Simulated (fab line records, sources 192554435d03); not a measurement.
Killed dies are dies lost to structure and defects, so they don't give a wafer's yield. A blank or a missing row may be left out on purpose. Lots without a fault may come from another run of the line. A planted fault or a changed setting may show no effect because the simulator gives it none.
Chamber matching | flow n5_finfet | N5_BEOL_M10_STRIP_19 on rie_diel-04: 4 sister chambers
The step strips in O2. 8 wafers are shown with their chamber, then 8 later ones without.

WAFERS WITH THEIR CHAMBER
wafer  | chamber | showerhead_plenum_p_Torr (Torr) | drypump_motor_current_A (A)
L078.6 | 0       | 2.05                            | 5.9
L085.1 | 1       | 2.23                            | 5.2
L085.2 | 0       | 2.04                            | 5.8
L086.4 | 1       | 2.23                            | 5.2
L090.4 | 2       | 2.12                            | 4.9
L090.5 | 2       | 2.12                            | 5.0
L090.6 | 3       | 2.14                            | 5.6
L095.4 | 3       | 2.14                            | 5.6

WAFERS WITHOUT THEIR CHAMBER
wafer  | showerhead_plenum_p_Torr (Torr) | drypump_motor_current_A (A)
L095.5 | 2.04                            | 5.9
L095.6 | 2.11                            | 5.0
L094.2 | 2.14                            | 5.6
L094.3 | 2.11                            | 5.0
L094.4 | 2.14                            | 5.6
L097.2 | 2.22                            | 5.2
L097.4 | 2.11                            | 5.0
L097.5 | 2.03                            | 5.9

WHICH CHAMBER EACH WENT THROUGH
wafer  | from the rows above | in truth
L095.5 | 0                   | 0
L095.6 | 2                   | 2
L094.2 | 3                   | 3
L094.3 | 2                   | 2
L094.4 | 3                   | 3
L097.2 | 1                   | 1
L097.4 | 2                   | 2
L097.5 | 0                   | 0
Placed correctly: 8 of 8. Can't be placed from these rows: 0. Placed wrongly: 0.
How it was worked out, from the rows above alone: a wafer's distance from a chamber is the root of the sum, over the readings, of the square of ((its reading less the chamber's mean) divided by the reading's scatter). The wafer belongs to the nearest chamber; if the next one is less than 2 further off, it can't be placed. A chamber's mean is the mean of its shown wafers. The scatter: the root of (the sum of the squares of (reading less its chamber's mean) over the shown wafers, divided by (wafers less chambers)).
